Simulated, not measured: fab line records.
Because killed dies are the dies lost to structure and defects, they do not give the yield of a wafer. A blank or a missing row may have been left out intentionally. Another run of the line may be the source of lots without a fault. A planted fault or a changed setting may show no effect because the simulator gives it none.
fab line records	flow n5_finfet
[record] lots = 6	wafers = 18	last_day = 18
route steps=1938 shown BEOL_M0_SAQP@681 BEOL_M4@1111 PASSIVATION@1936
lots untouched by any fault: they come from a run of this same line in which no faults occurred
start_h: start of the lot's first displayed wafer, in hours after the record's first day	wait_h: hours elapsed since this lot's preceding step	" the same as in the row above	L1.1+2: a row that stands for several wafers	- no value present, or no start provided	* or withheld: withheld	< > ~ a bound
route shown NAME@n: a module of which the file shows steps, and the number in the route of the first	usual: mean and standard deviation over wafers with no fault	same: alike in all rows	chamber/n: place in a boat	sites: each site's reading	_std_site: standard deviation of those values	_edge_site: outer sites' mean less inner sites'	radius_mm: for every site, how far away it sits from the centre of the wafer	mask NAME#n: copy n	behind: the most recent tool/chamber to have shaped the wafer	hold: why the lot was held/for how many hours/how that ended	device: transistor that didn't switch, given as n, p or np	end of line: the tests these same wafers got at the end of their route	step lacking rows: just its recipe	killed: count of dies lost to structure and defects at first sort (not the wafer's yield)	map: shows each die of a wafer: x if killed, . if not, _ if none is there
set.NAME: the run value of the setting; set.NAME@STEP: its run value at that earlier step	model.NAME: the simulator's own value behind a step, which no gauge read
lots seen at some steps along the route; tables by step, rows by wafer
services: a tool's chamber out of use, with start hour (start_h, from the record's first day; less than 0 if before it), hours out, and reason
[[steps]]
[step N5_BEOL_M0_SAQP_COAT_72]
[recipe] resist = SiARC	temp_c = 220	time_s = 60	spin_rpm = 1500	resist_thk_nm = 15
[step N5_BEOL_M0_SAQP_COAT_87]
[recipe] resist = underlayer	temp_c = 205	time_s = 60	spin_rpm = 1500	resist_thk_nm = 5
[step N5_BEOL_M0_SAQP_COAT_34]
[recipe] resist = CAR-EUV	spin_rpm = 1500	resist_thk_nm = 30
[step N5_BEOL_M0_SAQP_EBR_36]
[recipe] solvent = PGMEA	ebr_width_mm = 1.5
[step N5_BEOL_M0_SAQP_SOFTBAKE_35]
[recipe] temp_c = 110	time_s = 60	resist = CAR-EUV
[step N5_BEOL_M0_SAQP_EXPOSE_37]
[recipe] mask_id = M0_CUT1	na = 0.33	source_shape = annular	sigma_inner = 0.35	sigma_outer = 0.8	polarization = unpolarized	target_cd_nm = 30	dose_mj = 44.75
[step N5_BEOL_M0_SAQP_PEB_38]
[recipe] peb_temp_c = 100	peb_time_s = 60	resist = CAR-EUV
[step N5_BEOL_M0_SAQP_DEVELOP_39]
[recipe] develop_time_s = 30	developer = TMAH	resist = CAR-EUV	rinse_liquid = surfactant_rinse	dry = air_spin	dev_temp_c = 23
[step N5_BEOL_M0_SAQP_CD_MEAS_40]
[recipe] target_cd_nm = 30	landing_energy_ev = 500	detector = se_inlens
[usual] cd_nm = 30.04/0.25
lot.wafer	tool	chamber	start_h	wait_h	cd_nm
L558.1	cd_sem-01	0	144.00	-	29.89
L558.2	"	0	"	"	29.77
L558.5	"	0	"	"	29.60
L559.2	cd_sem-03	0	147.93	-	30.14
L559.4	"	0	"	"	29.77
L559.5	"	0	"	"	30.20
L566.2	cd_sem-01	0	197.29	-	29.92
L566.4	"	0	"	"	29.70
L566.5	"	0	"	"	29.89
L569.2	cd_sem-02	0	207.62	-	30.18
L569.3	"	0	"	"	29.99
L569.6	"	0	"	"	30.04
L568.1	cd_sem-02	0	208.61	-	29.89
L568.5	"	0	"	"	30.00
L568.6	"	0	"	"	29.87
L576.1	cd_sem-03	0	258.06	-	30.07
L576.3	"	0	"	"	29.67
L576.6	"	0	"	"	30.00
[step N5_BEOL_M0_SAQP_OVL_MEAS_41]
[recipe] points_per_wafer = 522
[usual] M0_CUT1_OVL = 0.3/0.7
[same] points_per_wafer = 522
lot.wafer	tool	chamber	start_h	wait_h	M0_CUT1_OVL[nm]
L558.1	overlay-01	0	144.03	0.0	0.0
L558.2	"	0	"	"	-0.5
L558.5	"	0	"	"	0.6
L559.2	overlay-01	0	147.97	0.0	-0.4
L559.4	"	0	"	"	-0.3
L559.5	"	0	"	"	0.0
L566.2	overlay-02	0	197.33	0.0	0.6
L566.4	"	0	"	"	-0.2
L566.5	"	0	"	"	0.8
L569.2	overlay-01	0	207.66	0.0	1.0
L569.3	"	0	"	"	1.3
L569.6	"	0	"	"	0.8
L568.1	overlay-02	0	208.64	0.0	-0.4
L568.5	"	0	"	"	-0.7
L568.6	"	0	"	"	0.6
L576.1	overlay-01	0	258.09	0.0	0.3
L576.3	"	0	"	"	0.3
L576.6	"	0	"	"	0.8
[step N5_BEOL_M0_SAQP_INSPECT_42]
[recipe] mode = adi	inspect_instrument = brightfield
[usual] raw_defect_count = 277/84
lot.wafer	tool	chamber	start_h	wait_h	raw_defect_count
L558.1	defect_inspect-01	-	144.09	0.1	145
L558.2	"	-	"	"	176
L558.5	"	-	"	"	258
L559.2	defect_inspect-01	-	148.02	0.0	500
L559.4	"	-	"	"	320
L559.5	"	-	"	"	516
L566.2	defect_inspect-01	-	197.38	0.0	242
L566.4	"	-	"	"	300
L566.5	"	-	"	"	224
L569.2	defect_inspect-02	-	207.71	0.0	293
L569.3	"	-	"	"	280
L569.6	"	-	"	"	308
L568.1	defect_inspect-01	-	208.69	0.1	265
L568.5	"	-	"	"	250
L568.6	"	-	"	"	162
L576.1	defect_inspect-02	-	258.14	0.1	171
L576.3	"	-	"	"	241
L576.6	"	-	"	"	250
[step N5_BEOL_M0_SAQP_DESCUM_45]
[recipe] chemistry = O2	time_s = 7	source_power_w = 50	bias_power_w = 20	pressure_mtorr = 20	rf_frequency_hz = 2.712e+07	temp_c = 40	resist = CAR-EUV	o2_flow_sccm = 225
[usual] chamber_pressure_mTorr = 19.999/0.025	drypump_motor_current_A = 5.8/0.34	oes_product_au = 0.80/0.1	rf_vpp_V = 243.1/1.4	showerhead_plenum_p_Torr = 2.09/0.079	throttle_valve_pct = 20.44/0.24
[same] time_s = 7
lot.wafer	tool	chamber	start_h	wait_h	chamber_pressure_mTorr	drypump_motor_current_A	oes_product_au	rf_hours_counter_h	rf_vpp_V	showerhead_plenum_p_Torr	throttle_valve_pct
L558.1	rie_diel-04	0	144.12	0.0	20.001	6.3	0.68	243	240.9	1.99	20.86
L558.2	"	1	"	"	20.005	5.8	0.67	231	243.4	2.06	20.58
L558.5	"	1	"	"	19.964	5.8	0.68	-	243.3	2.06	20.58
L559.2	rie_diel-02	3	148.14	0.1	19.993	5.9	0.92	24	244.1	2.15	20.40
L559.4	"	0	"	"	19.968	6.5	0.71	211	242.1	1.97	20.39
L559.5	"	1	"	"	20.007	5.9	0.76	-	243.3	2.09	20.61
L566.2	rie_diel-04	0	197.54	0.2	19.972	6.3	0.67	262	242.1	1.98	20.90
L566.4	"	3	"	"	19.971	5.4	0.84	-	244.2	2.13	20.15
L566.5	"	1	"	"	19.985	5.8	0.66	-	242.6	2.05	20.60
L569.2	rie_diel-04	0	207.82	0.1	19.976	6.3	0.67	265	239.3	1.98	20.89
L569.3	"	1	"	"	19.980	5.8	0.66	253	244.2	2.05	20.63
L569.6	"	3	"	"	20.009	5.4	0.84	-	244.0	2.13	20.13
L568.1	rie_diel-02	0	208.73	0.0	20.015	6.5	0.70	232	241.7	1.96	20.42
L568.5	"	3	"	"	19.990	5.9	0.88	-	243.6	2.15	20.41
L568.6	"	0	"	"	19.989	6.5	0.70	-	242.2	1.96	20.41
L576.1	rie_diel-02	2	258.18	0.0	20.010	5.3	0.88	48	243.6	2.13	20.37
L576.3	"	1	"	"	19.987	5.9	0.73	171	243.1	2.08	20.68
L576.6	"	0	"	"	19.983	6.6	0.68	-	240.0	1.96	20.44
[step N5_BEOL_M0_SAQP_ETCH_88]
[recipe] chemistry = N2/H2	target = underlayer	target_depth_a = 65	time_s = 5.2	ion_energy_ev = 200	mask_material = CAR-EUV	pressure_mtorr = 30	source_w = 840	bias_w = 150	n2_flow_sccm = 200	h2_flow_sccm = 200	ends = cleared
[usual] chamber_pressure_mTorr = 30.00/0.045	drypump_motor_current_A = 5.8/0.33	etch_rf_on_time_s = 5.22/0.16	h2_flow_sccm = 200.0/0.58	oes_product_au = 0.68/0.088	rf_vpp_V = 524.0/2.8	showerhead_plenum_p_Torr = 2.55/0.091	throttle_valve_pct = 17.91/0.29
lot.wafer	tool	chamber	start_h	wait_h	chamber_pressure_mTorr	drypump_motor_current_A	etch_rf_on_time_s	h2_flow_sccm	oes_product_au	rf_hours_counter_h	rf_vpp_V	showerhead_plenum_p_Torr	throttle_valve_pct
L558.1	rie_diel-04	0	144.15	0.0	29.98	6.3	5.33	200.6	0.59	243	519.9	2.41	18.24
L558.2	"	1	"	"	29.96	5.8	5.20	200.0	0.59	231	523.2	2.52	18.15
L558.5	"	1	"	"	29.98	5.8	5.24	199.6	0.59	-	522.8	2.52	18.16
L559.2	rie_diel-02	3	148.17	0.0	30.00	5.9	5.23	200.0	0.78	24	525.2	2.60	17.73
L559.4	"	0	"	"	29.97	6.6	5.26	200.2	0.61	211	522.3	2.40	17.98
L559.5	"	1	"	"	29.94	5.9	5.30	200.7	0.65	-	526.2	2.55	18.17
L566.2	rie_diel-04	0	197.58	0.0	30.03	6.4	6.52	199.1	0.51	262	519.4	2.40	18.25
L566.4	"	3	"	"	29.98	5.4	4.94	200.2	0.73	-	523.4	2.59	17.72
L566.5	"	1	"	"	29.99	5.8	6.40	199.5	0.51	-	522.1	2.51	18.15
L569.2	rie_diel-04	0	207.85	0.0	30.09	6.3	6.55	199.2	0.51	265	520.0	2.40	18.26
L569.3	"	1	"	"	29.98	5.8	6.42	199.5	0.51	253	525.4	2.51	18.16
L569.6	"	3	"	"	29.98	5.4	4.89	200.9	0.72	-	527.5	2.59	17.74
L568.1	rie_diel-02	0	208.76	0.0	29.95	6.5	5.41	198.7	0.59	232	518.7	2.39	18.03
L568.5	"	3	"	"	30.02	5.9	5.29	200.6	0.75	-	527.8	2.59	17.80
L568.6	"	0	"	"	30.05	6.5	5.32	200.1	0.59	-	519.1	2.39	18.03
L576.1	rie_diel-02	2	258.22	0.0	29.94	5.2	5.33	199.2	0.75	48	523.7	2.59	17.85
L576.3	"	1	"	"	30.01	5.9	5.31	199.0	0.62	171	521.2	2.53	18.21
L576.6	"	0	"	"	30.03	6.5	5.37	199.8	0.58	-	521.5	2.39	18.06
[step N5_BEOL_M0_SAQP_ETCH_73]
[recipe] chemistry = CF4	target = SiARC	target_depth_a = 195	mask_material = CAR-EUV	time_s = 32.5	ion_energy_ev = 80	pressure_mtorr = 40	source_w = 545	bias_w = 36	Ar_flow_sccm = 100	cf4_flow_sccm = 100	ends = cleared
[usual] chamber_pressure_mTorr = 40.00/0.038	drypump_motor_current_A = 5.8/0.34	etch_rf_on_time_s = 32.7/1	oes_product_au = 0.68/0.088	rf_vpp_V = 184.1/1.2	showerhead_plenum_p_Torr = 2.15/0.075	throttle_valve_pct = 15.61/0.25
lot.wafer	tool	chamber	start_h	wait_h	chamber_pressure_mTorr	drypump_motor_current_A	etch_rf_on_time_s	oes_product_au	rf_hours_counter_h	rf_vpp_V	showerhead_plenum_p_Torr	throttle_valve_pct
L558.1	rie_diel-04	0	144.17	0.0	40.00	6.3	34.2	0.58	243	183.2	2.02	15.90
L558.2	"	1	"	"	40.02	5.7	32.4	0.59	231	183.1	2.12	15.88
L558.5	"	1	"	"	40.02	5.7	32.7	0.58	-	184.4	2.12	15.86
L559.2	rie_diel-02	3	148.19	0.0	39.98	5.9	33.2	0.78	24	186.1	2.19	15.48
L559.4	"	0	"	"	40.00	6.6	33.6	0.61	211	182.6	2.04	15.76
L559.5	"	1	"	"	39.97	5.9	33.7	0.64	-	184.0	2.15	15.80
L566.2	rie_diel-04	0	197.59	0.0	40.08	6.3	33.5	0.57	262	183.4	2.02	15.95
L566.4	"	3	"	"	40.03	5.4	30.9	0.73	-	183.9	2.18	15.30
L566.5	"	1	"	"	39.99	5.8	33.0	0.58	-	183.8	2.12	15.90
L569.2	rie_diel-04	0	207.87	0.0	39.99	6.3	33.6	0.57	265	182.4	2.02	15.96
L569.3	"	1	"	"	39.97	5.8	32.3	0.57	254	184.1	2.12	15.91
L569.6	"	3	"	"	39.98	5.4	30.8	0.73	-	183.6	2.18	15.32
L568.1	rie_diel-02	0	208.78	0.0	40.03	6.6	33.8	0.60	232	184.8	2.03	15.78
L568.5	"	3	"	"	39.95	5.9	33.2	0.75	-	185.3	2.19	15.52
L568.6	"	0	"	"	40.01	6.5	34.0	0.59	-	182.9	2.03	15.79
L576.1	rie_diel-02	2	258.23	0.0	40.05	5.2	34.0	0.73	48	185.1	2.18	15.52
L576.3	"	1	"	"	40.02	5.9	33.4	0.62	171	184.1	2.13	15.85
L576.6	"	0	"	"	39.96	6.6	33.5	0.58	-	183.4	2.03	15.82
[step N5_BEOL_M4_RC_MEAS_101]
[usual] DIBL_N = 37.1/1.8	DIBL_P = 37.2/2.1	IOFF_N = 0.17/0.033	IOFF_P = 0.22/0.037	ION_N = 680/11	ION_P = 464/7.7	SS_N = 71.7/0.63	SS_P = 73.6/0.67	VT_N = 248.9/2.9	VT_P = -251/3.6
lot.wafer	tool	chamber	start_h	wait_h	DIBL_N[mV/V]	DIBL_P[mV/V]	IOFF_N[nA/um]	IOFF_P[nA/um]	ION_N[uA/um]	ION_P[uA/um]	SS_N[mV/dec]	SS_P[mV/dec]	VT_N[mV]	VT_P[mV]
L559.2	prober-02	0	211.42	0.2	38.2	37.1	0.18	0.19	684	457	72.2	73.9	249.7	-256
L559.4	"	0	"	"	39.2	40.0	0.21	0.24	687	463	71.6	74.4	246.9	-249
L559.5	"	0	"	"	36.3	35.4	0.14	0.17	666	456	71.2	73.2	254.0	-253
L558.1	prober-02	0	216.13	0.0	37.1	36.5	0.17	0.22	691	468	72.3	73.3	248.0	-251
L558.2	"	0	"	"	36.5	35.2	0.15	0.19	679	461	72.1	73.2	249.9	-254
L558.5	"	0	"	"	37.0	36.1	0.16	0.22	679	462	72.8	74.0	249.4	-248
L569.2	prober-01	0	281.59	0.2	37.0	35.7	0.15	0.17	676	453	71.9	72.8	248.9	-257
L569.3	"	0	"	"	37.7	37.1	0.18	0.19	687	459	71.1	73.3	247.4	-254
L569.6	"	0	"	"	37.2	36.4	0.17	0.18	684	463	71.0	73.1	248.9	-253
L568.1	prober-02	0	281.74	0.0	35.9	36.3	0.15	0.18	676	457	71.1	73.5	247.3	-255
L568.5	"	0	"	"	34.2	34.2	0.12	0.15	661	451	71.8	72.7	253.1	-257
L568.6	"	0	"	"	37.5	38.5	0.19	0.21	684	455	71.6	73.7	245.6	-252
L566.2	prober-02	0	283.78	0.2	38.0	37.7	0.16	0.22	670	459	71.0	74.2	251.2	-252
L566.4	"	0	"	"	32.7	31.5	0.09	0.14	676	462	69.8	71.9	257.7	-256
L566.5	"	0	"	"	36.9	36.3	0.15	0.20	698	474	71.0	72.8	252.1	-252
L576.1	prober-02	0	325.62	0.0	34.8	33.9	0.14	0.20	671	460	71.2	72.7	249.8	-247
L576.3	"	0	"	"	37.9	36.6	0.20	0.23	695	469	72.3	73.9	245.1	-246
L576.6	"	0	"	"	36.0	35.7	0.17	0.22	675	466	71.3	72.6	247.3	-246
[step N5_PASSIVATION_PROBE_49]
[usual] defect_limited_yield = 91.7/1.5	killed_at_M0_to_M3 = 32/10	killed_at_M4_up = 14/5.3	killed_at_contacts = 13/5.7	killed_at_front_end = 37/10	killed_at_other = 3.3/2.5	killed_dies = 98/18	killed_open = 65/13	killed_short = 31/7.5	sort_bin_5_function = 4.9/0.91	sort_bin_6_memory = 3.1/0.71	sort_bin_8_speed = 0.00/0.017	sort_n_pass = 1082/18	sort_yield_pct = 91.7/1.5
[same] gross_dies = 1180	killed_at_back_side = 0	sort_bin_4_leakage[%] = 0
lot.wafer	tool	chamber	start_h	wait_h	defect_limited_yield[%]	killed_at_M0_to_M3	killed_at_M4_up	killed_at_contacts	killed_at_front_end	killed_at_other	killed_dies	killed_open	killed_short	sort_bin_5_function[%]	sort_bin_6_memory[%]	sort_bin_8_speed[%]	sort_n_pass	sort_yield_pct[%]
L558.1	prober-01	-	316.67	0.0	92.5	22	10	11	41	4	88	66	21	4.1	3.3	0	1092	92.5
L558.2	prober-01	-	316.72	0.1	94.4	25	8	3	28	2	66	42	23	4.2	1.4	0	1114	94.4
L558.5	prober-01	-	316.87	0.2	93.1	14	11	27	28	2	82	49	29	4.1	2.5	0	1098	93.1
L566.2	prober-02	-	377.32	0.1	93.3	27	7	10	35	0	79	50	24	4.1	2.2	0	1101	93.3
L566.4	prober-02	-	377.42	0.2	90.8	35	8	7	58	1	109	78	31	5.1	3.7	0	1071	90.8
L566.5	prober-02	-	377.47	0.2	90.8	32	10	12	48	6	108	72	36	5.3	3.5	0	1072	90.8
L568.1	prober-01	-	386.55	0.0	91.7	34	14	7	40	3	98	61	34	5.1	3.1	0	1082	91.7
L568.5	prober-01	-	386.75	0.2	92.5	29	10	4	42	3	88	52	31	4.2	2.7	0	1092	92.5
L568.6	prober-01	-	386.80	0.3	92.0	28	12	9	41	4	94	53	36	4.6	3.0	0	1086	92.0
L569.2	prober-01	-	397.55	0.1	91.4	37	14	16	33	1	101	68	30	4.7	3.6	0	1079	91.4
L569.3	prober-01	-	397.60	0.1	93.4	33	7	14	20	4	78	49	28	4.2	2.1	0	1102	93.4
L569.6	prober-01	-	397.75	0.3	92.2	28	15	12	37	0	92	58	32	4.6	3.1	0	1088	92.2
// killed by level:class
L558.1 MOL_CONTACT_COAG:geometric_particle:open=10 FIN_SAQP:geometric_particle:open=9 BEOL_M2:geometric_particle:open=7 STI_FIN_REVEAL:geometric_particle:open=6 DUMMY_GATE:geometric_particle:open=6 FIN_SAQP:geometric_particle:short=4 BEOL_M3:geometric_particle:open=4 BEOL_M4:geometric_particle:open=4
L558.2 FIN_SAQP:geometric_particle:short=7 FIN_SAQP:geometric_particle:open=5 BEOL_M3:geometric_particle:open=5 GATE_CUT:geometric_particle:open=4 BEOL_M0_SAQP:geometric_particle:short=4 BEOL_M0_SAQP:geometric_particle:open=4 BEOL_M1:geometric_particle:open=4 BEOL_M4:geometric_particle:open=4
L558.5 MOL_CONTACT_COAG:geometric_particle:open=20 FIN_SAQP:geometric_particle:short=7 MOL_CONTACT_COAG:geometric_particle:short=7 BEOL_M0_SAQP:geometric_particle:short=4 DUMMY_GATE:geometric_particle:open=3 SDB:geometric_particle:open=3 BEOL_M0_SAQP:geometric_particle:open=3 BEOL_M3:geometric_particle:open=3
L566.2 BEOL_M2:geometric_particle:open=9 MOL_CONTACT_COAG:geometric_particle:open=8 FIN_SAQP:geometric_particle:short=6 FIN_SAQP:geometric_particle:open=5 DUMMY_GATE:geometric_particle:open=5 DUMMY_GATE:geometric_particle:short=5 ILD0:geometric_particle:open=3 BEOL_M0_SAQP:geometric_particle:open=3
L566.4 FIN_SAQP:geometric_particle:open=18 STI_FIN_REVEAL:geometric_particle:open=12 FIN_SAQP:geometric_particle:short=9 BEOL_M0_SAQP:geometric_particle:open=9 MOL_CONTACT_COAG:geometric_particle:open=7 BEOL_M3:geometric_particle:open=6 STI_FIN_REVEAL:geometric_particle:short=6 BEOL_M2:geometric_particle:open=6
L566.5 FIN_SAQP:geometric_particle:short=17 FIN_SAQP:geometric_particle:open=12 MOL_CONTACT_COAG:geometric_particle:open=12 BEOL_M2:geometric_particle:open=7 BEOL_M3:geometric_particle:open=7 BEOL_M0_SAQP:geometric_particle:short=6 BEOL_M4:geometric_particle:open=5 DUMMY_GATE:geometric_particle:open=4
L568.1 FIN_SAQP:geometric_particle:short=11 DUMMY_GATE:geometric_particle:open=9 FIN_SAQP:geometric_particle:open=7 MOL_CONTACT_COAG:geometric_particle:open=5 BEOL_M0_SAQP:geometric_particle:open=5 BEOL_M1:geometric_particle:open=5 BEOL_M2:geometric_particle:open=5 STI_FIN_REVEAL:geometric_particle:open=4
L568.5 FIN_SAQP:geometric_particle:short=13 FIN_SAQP:geometric_particle:open=10 BEOL_M0_SAQP:geometric_particle:open=9 BEOL_M2:geometric_particle:open=9 DUMMY_GATE:geometric_particle:open=5 BEOL_M0_SAQP:geometric_particle:short=5 MOL_CONTACT_COAG:geometric_particle:open=3 BEOL_M3:geometric_particle:open=3
L568.6 FIN_SAQP:geometric_particle:open=13 FIN_SAQP:geometric_particle:short=8 BEOL_M0_SAQP:geometric_particle:open=8 BEOL_M0_SAQP:geometric_particle:short=7 MOL_CONTACT_COAG:geometric_particle:open=6 STARTING-WAFER:geometric_particle:short=4 DUMMY_GATE:geometric_particle:open=3 MOL_CONTACT_COAG:geometric_particle:short=3
L569.2 MOL_CONTACT_COAG:geometric_particle:open=11 STI_FIN_REVEAL:geometric_particle:open=10 BEOL_M0_SAQP:geometric_particle:short=10 FIN_SAQP:geometric_particle:open=9 BEOL_M0_SAQP:geometric_particle:open=7 BEOL_M2:geometric_particle:open=6 BEOL_M3:geometric_particle:open=6 BEOL_M4:geometric_particle:open=6
L569.3 MOL_CONTACT_COAG:geometric_particle:open=13 BEOL_M1:geometric_particle:open=7 BEOL_M0_SAQP:geometric_particle:open=6 FIN_SAQP:geometric_particle:open=5 GATE_CUT:geometric_particle:short=5 BEOL_M2:geometric_particle:short=5 BEOL_M0_SAQP:geometric_particle:short=4 BEOL_M2:geometric_particle:open=4
L569.6 FIN_SAQP:geometric_particle:open=10 BEOL_M2:geometric_particle:open=10 MOL_CONTACT_COAG:geometric_particle:open=8 BEOL_M3:geometric_particle:open=6 FIN_SAQP:geometric_particle:short=5 STARTING-WAFER:geometric_particle:short=5 MOL_CONTACT_COAG:geometric_particle:short=4 BEOL_M0_SAQP:geometric_particle:open=4
[[services]]
tool	chamber	start_h	hours	kind
rie_diel-02	2	161.44	8.3	repair
rie_diel-02	1	183.49	5.8	repair
rie_diel-02	-	199.34	2.8	pm
rie_diel-04	0	228.92	-	clean
rie_diel-04	0	228.92	-	consumable_replace:focus_ring
rie_diel-04	0	228.92	-	consumable_replace:showerhead
rie_diel-04	0	228.92	27.6	scheduled_down
rie_diel-04	0	228.92	27.6	vent_cycle
rie_diel-04	1	256.49	-	clean
rie_diel-04	1	256.49	-	consumable_replace:focus_ring
rie_diel-04	1	256.49	17.6	scheduled_down
rie_diel-04	1	256.49	17.6	vent_cycle
[[key]]
[first_sign] step = N5_BEOL_M0_SAQP_ETCH_88	reading = etch_rf_on_time_s	direction = up	sigmas = 7.6	usual = *	struck = *
effect none on later readings
met_at N5_BEOL_M0_SAQP_ETCH_88
struck_wafers L566.2,L566.5,L569.2,L569.3
onset_between 144.15 197.58
[fault] kind = process_parameter_drift	tool = rie_diel-04	chamber = -	onset_h = 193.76	steps = N5_BEOL_M0_SAQP_ETCH_88	channel = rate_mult	offset = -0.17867	shape = step	end_h = 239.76	scope = struck_wafers_only
